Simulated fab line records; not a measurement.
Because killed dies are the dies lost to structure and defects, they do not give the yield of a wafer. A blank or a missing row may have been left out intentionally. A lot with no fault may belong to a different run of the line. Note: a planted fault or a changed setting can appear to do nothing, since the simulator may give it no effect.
Struck lot and sound lot, side by side / flow n5Finfet / 14 steps out of a route of 1938
Sound: these wafers, L498.1, L498.5. The struck wafers were L506.1, L506.2, L506.4. The cause is given at the end.
At each step with rows: each side's tool, then ch and its chambers, then its first start. Under that, the readings that differ: sound wafers / struck wafers / difference of the means / sigmas: that difference in standard deviations of wafers without a fault.
alike: words and numbers the same on both sides, and readings whose means are apart by under 2 such deviations; not compared: readings that were withheld, readings missing a value for some wafer, numbers with overlapping values and no deviation given by the record, and bounds like >300 which may hide the same value.
Wherever a step has rows on one side only, a row that says differs or no value, or a row with sigmas, the two part there. When numbers do not overlap yet have no deviation, they are printed without sigmas and do not part them. A reading missing from all wafers of one side parts the sides only when that side holds two or more wafers.

N5_PASSIVATION_STRIP_34: strips in O2.
  sound on rieDiel-03 ch 1,2, day 16 01:32; struck on rieDiel-03 ch 0,1,2, day 16 12:02
  alike: drypumpMotorCurrentA, oesProductAu, rfVppV, showerheadPlenumPTorr, throttleValvePct
  not compared: rfHoursCounterH
then, 4 steps without rows for these wafers: N5_PASSIVATION_STRIP_51 (strips in post etch residue remover, time 1200 s); N5_PASSIVATION_CLEAN_69 (cleans in IPA, time 180 s); N5_PASSIVATION_SRD_70 (time 30 s); N5_PASSIVATION_PECVD_53 (deposits SiO2 from TEOS/O2, target thk 800 nm, time 169.4 s).
N5_PASSIVATION_PECVD_35: deposits SiNx from SiH4/NH3/N2, target thk 700 nm, time 151.3 s.
  sound on pecvd-03 ch 1, day 16 02:34; struck on pecvd-03 ch 0,1,2, day 16 13:04
  alike: chamberPressureTorr, heaterPowerW, showerheadPlenumPTorr, throttleValvePct
then, 6 steps without rows for these wafers: N5_PASSIVATION_HMDS_37 (time 60 s); N5_PASSIVATION_COAT_38; N5_PASSIVATION_EBR_40; N5_PASSIVATION_SOFTBAKE_39 (time 120 s); N5_PASSIVATION_EXPOSE_41 (exposes mask PASS OPEN, defocus 0 nm, target cd 40000 nm); N5_PASSIVATION_PEB_42.
N5_PASSIVATION_DEVELOP_43: develop time 60 s.
  sound on lithoTrack-01 ch 0, day 16 03:00; struck on lithoTrack-05, day 16 13:23
  no value came back on the struck wafers for chillPlateTempC (C), developTimeS (s); on the sound wafers chillPlateTempC (C) reads 23.04 22.94
then, 1 step without rows for these wafers: N5_PASSIVATION_HARDBAKE_45 (time 120 s).

## WHERE THEY PART
Only at N5_PASSIVATION_DEVELOP_43, within this record.

WHY: the cause the simulator had injected
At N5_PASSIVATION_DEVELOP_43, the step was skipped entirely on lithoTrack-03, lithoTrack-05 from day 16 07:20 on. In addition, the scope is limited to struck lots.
